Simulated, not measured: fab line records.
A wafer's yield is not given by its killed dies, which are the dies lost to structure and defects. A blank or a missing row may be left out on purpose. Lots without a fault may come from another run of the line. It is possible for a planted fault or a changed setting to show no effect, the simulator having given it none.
fab line records | flow n5Finfet
[record] lots = 24 wafers = 72 lastDay = 18
route steps=1938 shown SDB@373 DUMMY_REMOVAL@378 HKMG_FIN@387
lots untouched by any fault: they come from a run of this same line in which no faults occurred
startH: hours from the record's first day to the start of the lot's first wafer shown | waitH: hours elapsed since this lot's preceding step | " the same as in the row above | L1.1+2: several wafers, shown together as one row | - no value, or no start given | * or withheld: withheld | < > ~ a bound
route shown NAME@n: names a module that has steps shown in the file, with the first one's number in the route | usual: average and standard deviation across the fault-free wafers | same: alike in all rows | chamber/n: place in a boat | sites: each site's reading | _std_site: standard deviation of those values | _edge_site: mean of outer sites minus mean of inner sites | radiusMm: how far each site lies from the wafer's centre | mask NAME#n: copy n | behind: tool/chamber where the wafer was last shaped | hold: cause of the lot's hold/its duration in hours/its outcome | device: which transistor (n, p or np) failed to switch | end of line: tests of these same wafers at the route's end | where a step has no rows: the recipe by itself | killed: at the first sort, the dies lost to defects and structure; wafer yield is something else | map: a wafer's dies, x killed, . not, _ none there
set.NAME: setting as actually run; set.NAME@STEP: the setting as run at that earlier step | model.NAME: the simulator's own value behind a step, which no gauge read
a sample of lots followed through the steps of the route, with each step as a table and each wafer as a row
services: a tool's chamber out of use, with start hour (startH, from the record's first day; less than 0 if before it), hours out, and reason
[[steps]]
[step N5_SDB_ALD_29]
[recipe] material = SiNx targetThkA = 300 tempC = 400 aldPrecursorFamily = SiH2I2 aldCoReactant = N2/H2-plasma pulseTimeS = 1 aldCycles = 600 purgeTimeS = 2 coReactantPurgeTimeS = 2 pressureTorr = 2
[usual] chamberPressureTorr = 2.000/0.0042 heaterPowerW = 821/83 precursorPulseHeightRel = 1.000/0.02
// columns lot.wafer tool chamber startH waitH chamberPressureTorr heaterPowerW precursorPulseHeightRel
L074.1 aldSin-02 3 68.75 0.3 2.012 755 1.016
L074.2 " 0 " " 1.996 793 0.979
L074.3 " 2 " " 2.007 788 0.989
L075.1 aldSin-01 1 72.37 0.0 2.002 883 1.018
L075.3 " 2 " " 1.999 756 0.989
L075.4 " 3 " " 1.996 1002 1.007
L076.1 aldSin-01 1 78.47 0.2 2.014 888 0.974
L076.4 " 2 " " 2.003 726 1.018
L076.6 " 0 79.83 1.5 1.993 789 0.995
L077.2 aldSin-01 2 85.22 0.0 2.001 721 0.988
L077.4 " 1 " " 2.006 900 1.013
L077.6 " 0 86.57 1.4 2.003 804 1.003
L078.1 aldSin-02 1 92.44 0.3 1.996 793 1.016
L078.3 " 2 " " 1.994 803 1.006
L078.4 " 0 " " 1.999 783 0.978
L079.2 aldSin-02 1 96.11 0.0 1.994 787 0.989
L079.3 " 2 " " 2.004 827 1.002
L079.6 " 1 97.46 1.4 1.993 778 0.994
L080.1 aldSin-01 3 103.32 0.0 2.001 970 0.998
L080.3 " 1 " " 1.996 847 1.017
L080.6 " 2 104.67 1.4 2.003 752 0.994
L081.4 aldSin-04 2 110.00 1.4 2.005 797 0.973
L081.5 " 0 " " 2.003 719 1.002
L081.6 " 3 " " 2.007 863 1.038
L082.1 aldSin-01 2 115.22 0.0 1.994 728 0.971
L082.5 " 1 116.57 1.4 1.999 837 0.994
L082.6 " 0 " " 2.000 751 0.964
L083.2 aldSin-04 2 121.54 0.0 1.997 790 0.956
L083.4 " 1 " " 1.999 1013 0.993
L083.6 " 3 122.90 1.4 2.001 855 1.014
L084.1 aldSin-02 0 126.83 0.0 2.002 796 0.990
L084.3 " 1 " " 1.999 788 1.008
L084.4 " 3 " " 2.002 757 1.021
L085.1 aldSin-01 2 133.81 0.0 1.995 752 1.011
L085.3 " 3 " " 1.999 986 1.041
L085.5 " 2 135.16 1.4 1.995 741 0.997
L086.1 aldSin-04 3 141.39 0.0 1.994 856 1.009
L086.3 " 2 " " 1.997 796 0.985
L086.5 " 1 142.75 1.4 2.000 980 1.006
L087.2 aldSin-04 0 145.56 0.0 1.995 732 1.018
L087.5 " 2 146.92 1.4 1.996 788 0.984
L087.6 " 1 " " 1.999 1003 1.002
L088.1 aldSin-04 3 150.32 0.0 1.996 847 0.991
L088.3 " 1 " " 1.994 1006 0.994
L088.5 " 0 151.67 1.4 2.001 733 0.978
L089.1 aldSin-01 3 157.21 0.0 2.002 958 0.995
L089.2 " 2 " " 1.995 756 1.008
L089.6 " 0 158.56 1.4 1.994 764 0.999
L090.1 aldSin-02 0 161.76 0.0 2.000 789 1.011
L090.5 " 2 163.11 1.4 2.004 822 1.012
L090.6 " 1 " " 1.998 797 0.969
L091.1 aldSin-02 2 171.14 0.0 2.007 776 0.983
L091.5 " 0 172.49 1.4 2.002 784 1.003
L091.6 " 1 " " 2.001 801 1.003
L092.1 aldSin-01 1 175.58 0.1 2.003 843 0.978
L092.3 " 0 " " 1.988 769 1.009
L092.4 " 2 " " 2.000 748 0.993
L093.2 aldSin-02 1 183.38 0.0 2.002 802 1.019
L093.4 " 3 " " 2.008 743 0.964
L093.5 " 2 184.73 1.4 1.997 816 1.010
L094.2 aldSin-02 1 189.19 0.1 1.997 808 1.012
L094.4 " 2 " " 1.998 818 1.019
L094.6 " 0 190.54 1.4 2.000 777 1.010
L095.3 aldSin-02 0 199.24 0.0 2.006 780 0.983
L095.4 " 1 " " 2.003 821 1.022
L095.6 " 0 200.60 1.4 2.001 787 0.986
L096.1 aldSin-01 3 199.79 0.0 2.004 987 1.024
L096.5 " 3 201.15 1.4 1.999 960 1.016
L096.6 " 2 " " 2.000 743 0.985
L097.4 aldSin-04 0 207.28 0.0 1.996 719 0.991
L097.5 " 2 208.63 1.4 1.999 768 1.046
L097.6 " 1 " " 1.991 1002 0.992
[step N5_DUMMY_REMOVAL_STRIP_10]
[recipe] chemistry = N2/H2 timeS = 40 powerW = 100 tempC = 40 pressureMtorr = 100 rfFrequencyHz = 6e+07 biasPowerW = 3 n2FlowSccm = 300 h2FlowSccm = 300
[usual] drypumpMotorCurrentA = 5.4/0.43 oesProductAu = 0.79/0.096 rfVppV = 45.2/0.8 showerheadPlenumPTorr = 3.37/0.083 throttleValvePct = 12.27/0.3
// columns lot.wafer tool chamber startH waitH drypumpMotorCurrentA oesProductAu rfHoursCounterH rfVppV showerheadPlenumPTorr throttleValvePct
L074.1 rieDiel-04 0 72.11 0.0 5.6 0.71 248 45.0 3.34 12.77
L074.2 " 3 " " 4.8 0.68 233 45.7 3.31 12.18
L074.3 " 3 " " 4.8 0.68 - 46.0 3.31 12.17
L075.1 rieDiel-05 0 75.49 0.0 5.1 0.80 91 45.8 3.29 12.31
L075.3 " 3 " " 5.6 0.68 191 45.3 3.49 12.28
L075.4 " 1 " " 5.8 0.86 62 45.8 3.41 11.98
L076.1 rieDiel-06 2 81.61 0.0 5.6 0.82 95 44.3 3.28 12.34
L076.4 " 1 " " 6.3 0.69 247 45.0 3.18 12.51
L076.6 " 0 " " 5.0 0.72 - 43.7 3.38 12.76
L077.2 rieDiel-06 1 88.34 0.0 6.3 0.67 249 44.8 3.18 12.50
L077.4 " 2 " " 5.6 0.80 97 45.0 3.28 12.34
L077.6 " 1 " " 6.3 0.68 - 45.8 3.18 12.50
L078.1 rieDiel-05 0 95.66 0.0 5.1 0.80 99 46.5 3.28 12.34
L078.3 " 2 " " 5.9 0.89 38 45.3 3.43 11.98
L078.4 " 3 " " 5.7 0.68 198 45.1 3.49 12.28
L079.2 rieDiel-04 1 99.23 0.0 5.4 0.75 154 43.5 3.36 12.43
L079.3 " 0 " " 5.6 0.70 259 44.5 3.34 12.79
L079.6 " 1 " " 5.4 0.73 - 44.6 3.36 12.43
L080.1 rieDiel-04 3 106.46 0.0 4.8 0.66 247 45.5 3.31 12.22
L080.3 " 0 " " 5.6 0.70 262 44.1 3.33 12.81
L080.6 " 1 " " 5.4 0.73 - 44.2 3.36 12.44
L081.4 rieDiel-05 1 111.77 0.0 5.8 0.83 74 45.6 3.41 12.00
L081.5 " 0 " " 5.2 0.80 - 43.5 3.28 12.34
L081.6 " 3 " " 5.7 0.68 - 45.6 3.48 12.29
L082.1 rieDiel-06 0 118.34 0.0 5.0 0.70 203 44.6 3.38 12.78
L082.5 " 3 " " 4.8 0.90 - 46.4 3.33 11.87
L082.6 " 0 " " 5.0 0.70 - 45.3 3.38 12.79
L083.2 rieDiel-04 1 124.67 0.0 5.4 0.73 163 45.4 3.35 12.46
L083.4 " 1 " " 5.4 0.73 - 44.7 3.35 12.47
L083.6 " 2 " " 5.2 0.93 - 44.7 3.46 12.08
L084.1 rieDiel-04 3 129.96 0.0 4.8 0.66 256 44.9 3.30 12.25
L084.3 " 1 " " 5.4 0.72 166 45.7 3.35 12.45
L084.4 " 3 " " 4.8 0.67 - 45.4 3.30 12.24
L085.1 rieDiel-04 2 136.93 0.0 5.2 0.92 19 45.1 3.45 12.09
L085.3 " 3 " " 4.8 0.67 260 45.4 3.30 12.25
L085.5 " 1 " " 5.4 0.73 - 45.2 3.35 12.46
L086.1 rieDiel-04 1 144.53 0.0 5.4 0.73 172 45.0 3.35 12.48
L086.3 " 1 " " 5.4 0.72 - 46.3 3.35 12.48
L086.5 " 1 " " 5.4 0.72 - 44.5 3.35 12.47
L087.2 rieDiel-05 3 148.74 0.0 5.6 0.68 213 46.3 3.48 12.32
L087.5 " 0 " " 5.2 0.79 - 45.1 3.27 12.37
L087.6 " 1 " " 5.8 0.83 - 46.2 3.40 12.03
L088.1 rieDiel-05 1 153.57 0.0 5.8 0.83 86 44.6 3.40 12.05
L088.3 " 2 " " 5.9 0.85 55 44.7 3.42 12.00
L088.5 " 1 " " 5.8 0.83 - 45.2 3.40 12.03
L089.1 rieDiel-06 0 160.34 0.0 5.0 0.70 217 45.5 3.37 12.82
L089.2 " 1 " " 6.3 0.91 19 45.7 3.57 11.91
L089.6 " 1 " " 6.3 0.90 - 46.2 3.57 11.90
L090.1 rieDiel-04 0 164.88 0.0 5.6 0.96 11 45.3 3.33 12.16
L090.5 " 2 " " 5.2 0.89 - 43.6 3.45 12.11
L090.6 " 0 " " 5.6 0.96 - 45.0 3.33 12.14
L091.1 rieDiel-05 1 174.26 0.0 5.8 0.81 93 46.4 3.40 12.04
L091.5 " 0 " " 5.2 0.78 - 44.6 3.27 12.41
L091.6 " 1 " " 5.8 0.82 - 46.3 3.40 12.05
L092.1 rieDiel-06 1 178.81 0.0 6.3 0.89 25 45.8 3.57 11.92
L092.3 " 2 " " 5.6 0.77 124 44.6 3.26 12.41
L092.4 " 3 " " 4.8 0.88 34 46.5 3.32 11.87
L093.2 rieDiel-04 3 186.50 0.0 4.8 0.99 3 45.2 3.30 11.60
L093.4 " 0 " " 5.6 0.92 19 45.4 3.32 12.15
L093.5 " 3 " " 4.8 1.00 - 46.3 3.30 11.59
L094.2 rieDiel-05 0 192.31 0.0 5.2 0.77 127 44.8 3.27 12.42
L094.4 " 3 " " 5.7 0.66 221 44.5 3.47 12.35
L094.6 " 1 " " 5.8 0.82 - 44.8 3.40 12.08
L095.3 rieDiel-06 2 202.37 0.0 5.7 0.76 131 46.6 3.26 12.43
L095.4 " 3 " " 4.8 0.87 41 45.0 3.32 11.92
L095.6 " 0 " " 5.0 0.69 - 44.9 3.36 12.83
L096.1 rieDiel-05 2 202.92 0.0 5.9 0.83 68 45.8 3.41 12.03
L096.5 " 3 " " 5.7 0.66 - 46.1 3.47 12.36
L096.6 " 2 " " 5.9 0.83 - 44.9 3.41 12.04
L097.4 rieDiel-06 1 210.40 0.0 6.3 0.87 35 46.2 3.56 11.94
L097.5 " 3 " " 4.8 0.87 - 44.6 3.32 11.90
L097.6 " 0 " " 5.0 0.69 - 46.0 3.36 12.85
[step N5_HKMG_FIN_HK_ANNEAL_02]
[recipe] tempC = 700 timeS = 30 ambient = N2 idleTempC = 600 rampUpCPerS = 150 rampDownCPerS = 60 coolToC = 600
[usual] lampPowerPct = 8.80/0.055 wafer_temp_C_max = 702.8/0.64
// columns lot.wafer tool chamber startH waitH lampPowerPct wafer_temp_C_max
L074.1 rtpAnneal-01 0 72.86 0.1 8.81 702.7
L074.2 " 0 " " 8.84 702.1
L074.3 " 0 " " 8.87 702.3
L075.1 rtpAnneal-01 0 76.20 0.1 8.82 701.9
L075.3 " 0 " " 8.84 703.3
L075.4 " 0 " " 8.87 703.0
L076.1 rtpAnneal-02 0 82.48 0.3 8.80 702.0
L076.4 " 0 " " 8.88 702.0
L076.6 " 0 " " 8.81 703.1
L077.2 rtpAnneal-02 0 89.08 0.1 8.85 704.1
L077.4 " 0 " " 8.78 702.9
L077.6 " 0 " " 8.85 702.9
L078.1 rtpAnneal-01 0 96.39 0.1 8.77 703.0
L078.3 " 0 " " 8.78 702.2
L078.4 " 0 " " 8.80 703.2
L079.2 rtpAnneal-01 0 99.99 0.2 8.85 702.7
L079.3 " 0 " " 8.86 702.2
L079.6 " 0 " " 8.96 703.1
L080.1 rtpAnneal-02 0 107.17 0.1 8.75 703.8
L080.3 " 0 " " 8.78 704.6
L080.6 " 0 " " 8.79 703.2
L081.4 rtpAnneal-02 0 112.57 0.2 8.75 703.5
L081.5 " 0 " " 8.80 703.3
L081.6 " 0 " " 8.84 703.5
L082.1 rtpAnneal-02 0 119.15 0.2 8.65 702.3
L082.5 " 0 " " 8.84 703.1
L082.6 " 0 " " 8.90 704.4
L083.2 rtpAnneal-02 0 125.42 0.2 8.85 702.7
L083.4 " 0 " " 8.81 703.0
L083.6 " 0 " " 8.82 702.8
L084.1 rtpAnneal-01 0 130.71 0.1 8.71 705.5
L084.3 " 0 " " 8.83 702.3
L084.4 " 0 " " 8.83 702.7
L085.1 rtpAnneal-02 0 137.68 0.1 8.76 702.3
L085.3 " 0 " " 8.78 702.9
L085.5 " 0 " " 8.82 702.3
L086.1 rtpAnneal-01 0 145.30 0.1 8.86 702.4
L086.3 " 0 " " 8.84 702.3
L086.5 " 0 " " 8.91 702.6
L087.2 rtpAnneal-01 0 149.59 0.1 8.84 701.9
L087.5 " 0 " " 8.77 702.6
L087.6 " 0 " " 8.84 702.1
L088.1 rtpAnneal-01 0 154.39 0.1 8.84 702.7
L088.3 " 0 " " 8.90 701.5
L088.5 " 0 " " 8.76 703.4
L089.1 rtpAnneal-01 0 161.08 0.1 8.83 702.3
L089.2 " 0 " " 8.81 702.4
L089.6 " 0 " " 8.90 703.7
L090.1 rtpAnneal-01 0 165.59 0.1 8.85 703.3
L090.5 " 0 " " 8.76 703.1
L090.6 " 0 " " 8.82 702.3
L091.1 rtpAnneal-01 0 174.97 0.1 8.87 702.9
L091.5 " 0 " " 8.83 702.9
L091.6 " 0 " " 8.84 704.1
L092.1 rtpAnneal-02 0 179.52 0.1 8.78 703.6
L092.3 " 0 " " 8.78 702.9
L092.4 " 0 " " 8.81 702.8
L093.2 rtpAnneal-01 0 187.24 0.1 8.81 703.0
L093.4 " 0 " " 8.84 702.2
L093.5 " 0 " " 8.82 702.4
L094.2 rtpAnneal-02 0 193.05 0.1 8.87 702.8
L094.4 " 0 " " 8.73 702.8
L094.6 " 0 " " 8.83 703.1
L095.3 rtpAnneal-01 0 203.17 0.2 8.83 702.2
L095.4 " 0 " " 8.81 703.7
L095.6 " 0 " " 8.80 702.4
L096.1 rtpAnneal-01 0 204.69 0.2 8.75 702.5
L096.5 " 0 " " 8.89 701.9
L096.6 " 0 " " 8.78 702.7
L097.4 rtpAnneal-02 0 211.20 0.2 8.81 702.6
L097.5 " 0 " " 8.76 702.3
L097.6 " 0 " " 8.78 702.5
[step N5_HKMG_FIN_ALD_75]
[recipe] material = Al2O3 targetThkA = 10 tempC = 150 aldPrecursorFamily = TMA aldCoReactant = H2O pulseTimeS = withheld coReactantPulseTimeS = 1
[usual] heaterPowerW = 152/16 precursorPulseHeightRel = 0.999/0.02
// columns lot.wafer tool chamber startH waitH heaterPowerW precursorPulseHeightRel
L074.1 aldHk-01 2 73.15 0.0 144 1.012
L074.2 " 1 " " 148 0.993
L074.3 " 3 " " 123 0.961
L075.1 aldHk-03 3 76.49 0.0 137 1.018
L075.3 " 0 " " 136 1.001
L075.4 " 1 " " 175 1.031
L076.1 aldHk-01 3 82.77 0.0 126 1.011
L076.4 " 1 " " 145 1.017
L076.6 " 1 " " 150 0.990
L077.2 aldHk-01 3 89.34 0.0 127 1.047
L077.4 " 0 " " 148 1.012
L077.6 " 2 " " 145 0.990
L078.1 aldHk-03 0 96.68 0.0 134 1.011
L078.3 " 3 " " 138 1.010
L078.4 " 1 " " 168 1.009
L079.2 aldHk-03 0 100.27 0.0 133 0.996
L079.3 " 3 " " 139 1.012
L079.6 " 0 " " 133 0.980
L080.1 aldHk-03 2 107.46 0.0 152 1.006
L080.3 " 3 " " 136 0.986
L080.6 " 1 " " 171 1.000
L081.4 aldHk-03 1 112.77 0.0 169 0.956
L081.5 " 1 " " 167 1.029
L081.6 " 2 " " 158 1.000
L082.1 aldHk-01 3 119.44 0.0 124 1.001
L082.5 " 1 " " 147 1.004
L082.6 " 0 " " 150 1.002
L083.2 aldHk-03 0 125.68 0.0 135 0.976
L083.4 " 1 " " 166 0.990
L083.6 " 3 " " 138 0.986
L084.1 aldHk-01 1 131.00 0.0 145 0.995
L084.3 " 3 " " 123 0.987
L084.4 " 0 " " 148 1.006
L085.1 aldHk-02 3 137.97 0.0 180 0.987
L085.3 " 1 " " 167 0.992
L085.5 " 3 " " 179 0.995
L086.1 aldHk-02 1 145.67 0.1 165 0.999
L086.3 " 2 " " 156 1.006
L086.5 " 2 " " 148 1.001
L087.2 aldHk-02 1 149.86 0.0 171 0.978
L087.5 " 1 " " 168 0.995
L087.6 " 2 " " 155 1.014
L088.1 aldHk-03 3 154.68 0.0 136 0.996
L088.3 " 0 " " 134 1.050
L088.5 " 0 " " 136 0.993
L089.1 aldHk-01 1 161.37 0.0 145 1.002
L089.2 " 0 " " 142 0.973
L089.6 " 1 " " 149 1.039
L090.1 aldHk-01 0 165.88 0.0 147 1.026
L090.5 " 3 " " 125 0.968
L090.6 " 0 " " 152 0.974
L091.1 aldHk-01 3 175.26 0.0 121 0.959
L091.5 " 2 " " 141 0.991
L091.6 " 3 " " 123 1.007
L092.1 aldHk-02 1 179.88 0.1 169 1.012
L092.3 " 0 " " 162 1.011
L092.4 " 2 " " 153 0.988
L093.2 aldHk-02 1 187.50 0.0 171 1.011
L093.4 " 3 " " 180 1.007
L093.5 " 1 " " 163 1.016
L094.2 aldHk-02 1 193.31 0.0 171 0.991
L094.4 " 2 " " 152 1.023
L094.6 " 2 " " 147 0.991
L095.3 aldHk-02 1 203.40 0.0 171 0.992
L095.4 " 0 " " 160 0.990
L095.6 " 0 " " 163 1.025
L096.1 aldHk-02 3 204.99 0.0 177 1.013
L096.5 " 1 " " 167 1.006
L096.6 " 0 " " 159 1.011
L097.4 aldHk-01 2 211.40 0.0 143 1.013
L097.5 " 0 " " 146 1.003
L097.6 " 3 " " 127 0.989
[step N5_HKMG_FIN_STRIP_93]
[recipe] chemistry = N2/H2 material = SOC timeS = 20 powerW = 500 tempC = 40 pressureMtorr = 50 rfFrequencyHz = 6e+07 biasPowerW = 8 h2Frac = 0.5 n2FlowSccm = 300 h2FlowSccm = 300
[usual] drypumpMotorCurrentA = 5.7/0.42 oesProductAu = 0.78/0.098 rfVppV = 54.1/0.89 showerheadPlenumPTorr = 3.33/0.11 throttleValvePct = 19.0/0.39
// columns lot.wafer tool chamber startH waitH drypumpMotorCurrentA oesProductAu rfHoursCounterH rfVppV showerheadPlenumPTorr throttleValvePct
L074.1 rieDiel-03 0 74.31 0.2 5.4 0.68 202 54.8 3.21 19.2
L074.2 " 3 " " 6.0 0.90 30 53.9 3.41 18.9
L074.3 " 1 " " 6.2 0.72 216 54.3 3.31 19.1
L075.1 rieDiel-01 1 77.77 0.2 6.1 0.76 148 52.6 3.37 18.8
L075.3 " 2 " " 5.1 0.99 10 55.3 3.28 18.3
L075.4 " 3 " " 5.8 0.73 170 53.8 3.48 19.7
L076.1 rieDiel-01 2 83.93 0.2 5.2 0.98 12 53.6 3.28 18.3
L076.4 " 1 " " 6.1 0.76 151 53.6 3.37 18.8
L076.6 " 0 " " 5.8 0.70 - 55.6 3.50 18.7
L077.2 rieDiel-03 1 90.62 0.2 6.2 0.72 222 53.2 3.30 19.1
L077.4 " 2 " " 5.6 0.77 103 54.3 3.35 18.4
L077.6 " 0 " " 5.4 0.68 - 53.8 3.21 19.2
L078.1 rieDiel-02 3 98.00 0.2 6.4 0.88 55 53.5 3.43 19.1
L078.3 " 1 " " 5.9 0.69 224 53.0 3.19 18.9
L078.4 " 1 " " 5.9 0.69 - 53.8 3.19 18.9
L079.2 rieDiel-02 1 101.73 0.2 5.9 0.68 226 53.6 3.19 18.9
L079.3 " 3 " " 6.4 0.88 56 54.2 3.43 19.1
L079.6 " 0 " " 5.1 0.72 - 54.7 3.21 19.4
L080.1 rieDiel-03 1 108.63 0.2 6.2 0.71 228 54.5 3.30 19.1
L080.3 " 2 " " 5.6 0.77 109 54.7 3.34 18.4
L080.6 " 0 " " 5.4 0.68 - 54.2 3.21 19.2
L081.4 rieDiel-02 1 113.96 0.0 6.0 0.68 - 53.1 3.19 18.9
L081.5 " 0 " " 5.1 0.71 - 53.9 3.21 19.5
L081.6 " 3 " " 6.4 0.86 - 55.2 3.43 19.1
L082.1 rieDiel-01 2 120.72 0.2 5.1 0.95 26 54.8 3.27 18.3
L082.5 " 2 " " 5.1 0.96 - 54.0 3.27 18.3
L082.6 " 3 " " 5.8 0.72 - 54.7 3.47 19.7
L083.2 rieDiel-01 1 126.97 0.2 6.1 0.74 166 54.1 3.36 18.8
L083.4 " 0 " " 5.8 0.69 171 54.1 3.50 18.7
L083.6 " 2 " " 5.1 0.95 - 54.5 3.27 18.3
L084.1 rieDiel-03 1 132.48 0.2 6.2 0.70 236 53.8 3.30 19.1
L084.3 " 0 " " 5.4 0.66 223 52.3 3.20 19.2
L084.4 " 3 " " 6.0 0.85 - 54.2 3.40 18.9
L085.1 rieDiel-03 3 139.13 0.2 6.0 0.85 53 53.7 3.40 18.9
L085.3 " 2 " " 5.6 0.76 117 54.3 3.34 18.4
L085.5 " 0 " " 5.4 0.66 - 54.2 3.20 19.2
L086.1 rieDiel-03 0 147.11 0.2 5.4 0.66 228 53.6 3.20 19.2
L086.3 " 1 " " 6.2 0.69 241 53.8 3.29 19.1
L086.5 " 2 " " 5.6 0.75 - 53.7 3.34 18.4
L087.2 rieDiel-02 1 151.15 0.2 5.9 0.67 246 52.5 3.18 18.9
L087.5 " 1 " " 5.9 0.68 - 52.9 3.18 18.9
L087.6 " 0 " " 5.1 0.70 - 51.9 3.20 19.5
L088.1 rieDiel-02 3 155.96 0.2 6.4 0.86 72 54.0 3.42 19.1
L088.3 " 2 " " 5.3 0.96 15 55.0 3.58 19.2
L088.5 " 0 " " 5.1 0.71 - 54.6 3.20 19.5
L089.1 rieDiel-01 3 162.53 0.2 5.8 0.71 199 55.1 3.47 19.7
L089.2 " 1 " " 6.0 0.73 181 54.2 3.35 18.8
L089.6 " 3 " " 5.8 0.71 - 54.6 3.47 19.7
L090.1 rieDiel-03 1 167.27 0.2 6.2 0.69 247 54.2 3.29 19.1
L090.5 " 3 " " 6.0 0.84 - 53.0 3.40 19.0
L090.6 " 0 " " 5.4 0.66 - 52.9 3.20 19.3
L091.1 rieDiel-01 0 176.54 0.2 5.8 0.68 180 54.5 3.49 18.7
L091.5 " 2 " " 5.1 0.91 - 54.3 3.26 18.3
L091.6 " 3 " " 5.8 0.71 - 54.4 3.46 19.7
L092.1 rieDiel-03 0 181.12 0.2 5.4 0.66 240 53.2 3.19 19.2
L092.3 " 3 " " 6.0 0.83 69 54.8 3.39 19.0
L092.4 " 0 " " 5.4 0.66 - 53.5 3.19 19.3
L093.2 rieDiel-02 2 188.67 0.2 5.3 0.91 28 56.1 3.58 19.3
L093.4 " 0 " " 5.1 0.69 - 54.1 3.20 19.5
L093.5 " 2 " " 5.3 0.92 - 55.0 3.58 19.3
L094.2 rieDiel-02 3 194.67 0.2 6.4 0.83 87 55.1 3.41 19.2
L094.4 " 3 " " 6.4 0.82 - 54.9 3.41 19.1
L094.6 " 2 " " 5.3 0.93 - 55.4 3.58 19.3
L095.3 rieDiel-03 3 204.63 0.2 6.0 0.82 78 52.1 3.39 19.0
L095.4 " 1 " " 6.2 0.97 4 54.3 3.29 18.7
L095.6 " 1 " " 6.2 0.96 - 53.1 3.29 18.7
L096.1 rieDiel-03 1 206.32 0.2 6.2 0.96 5 53.9 3.29 18.7
L096.5 " 3 " " 6.0 0.82 - 54.2 3.39 19.0
L096.6 " 2 " " 5.6 0.73 - 54.9 3.33 18.4
L097.4 rieDiel-03 3 212.59 0.0 6.0 0.81 - 54.4 3.38 19.0
L097.5 " 1 " " 6.2 0.95 - 53.5 3.28 18.7
L097.6 " 2 " " 5.6 0.72 - 55.0 3.32 18.4
[step N5_HKMG_FIN_THK_MEAS_70]
[recipe] thkMeasGauge = xrf reads = HfO2_of_HKMG_FIN_HK_ALD_01
[usual] HK_THK = 1.623/0.025
// columns lot.wafer tool chamber startH waitH HK_THK[nm]
L074.1 filmMetro-01 - 75.98 0.2 1.645
L074.2 " - " " 1.642
L074.3 " - " " 1.671
L075.1 filmMetro-02 - 79.45 0.2 1.592
L075.3 " - " " 1.616
L075.4 " - " " 1.645
L076.1 filmMetro-01 - 85.78 0.2 1.616
L076.4 " - " " 1.610
L076.6 " - " " 1.610
L077.2 filmMetro-01 - 92.30 0.2 1.617
L077.4 " - " " 1.623
L077.6 " - " " 1.649
L078.1 filmMetro-01 - 99.67 0.2 1.627
L078.3 " - " " 1.643
L078.4 " - " " 1.648
L079.2 filmMetro-02 - 103.41 0.2 1.653
L079.3 " - " " 1.558
L079.6 " - " " 1.614
L080.1 filmMetro-01 - 110.49 0.2 1.656
L080.3 " - " " 1.637
L080.6 " - " " 1.628
L081.4 filmMetro-02 - 115.62 0.2 1.649
L081.5 " - " " 1.658
L081.6 " - " " 1.609
L082.1 filmMetro-02 - 122.41 0.2 1.598
L082.5 " - " " 1.593
L082.6 " - " " 1.620
L083.2 filmMetro-01 - 128.64 0.2 1.649
L083.4 " - " " 1.650
L083.6 " - " " 1.641
L084.1 filmMetro-02 - 134.30 0.2 1.627
L084.3 " - " " 1.615
L084.4 " - " " 1.589
L085.1 filmMetro-01 - 140.81 0.2 1.622
L085.3 " - " " 1.633
L085.5 " - " " 1.641
L086.1 filmMetro-02 - 148.80 0.2 1.640
L086.3 " - " " 1.609
L086.5 " - " " 1.622
L087.2 filmMetro-02 - 152.82 0.2 1.634
L087.5 " - " " 1.600
L087.6 " - " " 1.571
L088.1 filmMetro-02 - 157.88 0.2 1.596
L088.3 " - " " 1.682
L088.5 " - " " 1.661
L089.1 filmMetro-02 - 164.21 0.2 1.606
L089.2 " - " " 1.619
L089.6 " - " " 1.642
L090.1 filmMetro-01 - 169.06 0.2 1.620
L090.5 " - " " 1.634
L090.6 " - " " 1.634
L091.1 filmMetro-02 - 178.42 0.2 1.624
L091.5 " - " " 1.615
L091.6 " - " " 1.568
L092.1 filmMetro-01 - 182.81 0.2 1.642
L092.3 " - " " 1.644
L092.4 " - " " 1.640
L093.2 filmMetro-02 - 190.36 0.2 1.598
L093.4 " - " " 1.604
L093.5 " - " " 1.619
L094.2 filmMetro-02 - 196.36 0.2 1.625
L094.4 " - " " 1.591
L094.6 " - " " 1.624
L095.3 filmMetro-02 - 206.31 0.2 1.587
L095.4 " - " " 1.626
L095.6 " - " " 1.638
L096.1 filmMetro-01 - 208.01 0.2 1.654
L096.5 " - " " 1.637
L096.6 " - " " 1.651
L097.4 filmMetro-01 - 214.37 0.2 1.613
L097.5 " - " " 1.636
L097.6 " - " " 1.625
[[services]]
// columns tool chamber startH hours kind
aldHk-01 - 46.22 6.0 pm
aldSin-02 1 51.97 20.2 repair
aldSin-04 - 58.01 2.8 pm
rtpAnneal-01 - 66.36 4.0 pm
rtpAnneal-02 - 70.39 1.5 pm
rieDiel-04 1 71.14 16.1 repair
aldSin-01 - 87.93 14.0 pm
rieDiel-06 0 92.46 3.0 repair
aldSin-02 - 107.27 6.0 pm
aldHk-02 - 111.09 2.8 pm
rieDiel-03 2 128.56 3.6 repair
rieDiel-06 3 129.28 3.8 repair
aldSin-01 0 130.86 4.6 repair
aldHk-01 - 133.03 2.8 pm
rieDiel-02 3 139.10 12.7 repair
rieDiel-04 2 140.35 6.3 repair
rieDiel-04 3 142.94 15.3 repair
rieDiel-06 3 153.13 9.8 repair
rieDiel-06 2 156.30 7.3 repair
rieDiel-05 3 159.35 16.8 repair
rieDiel-05 0 165.72 3.0 repair
rieDiel-05 - 199.23 2.8 pm
aldHk-03 - 201.70 0.7 repair
aldHk-03 - 203.31 2.3 repair
[[key]]
fault none
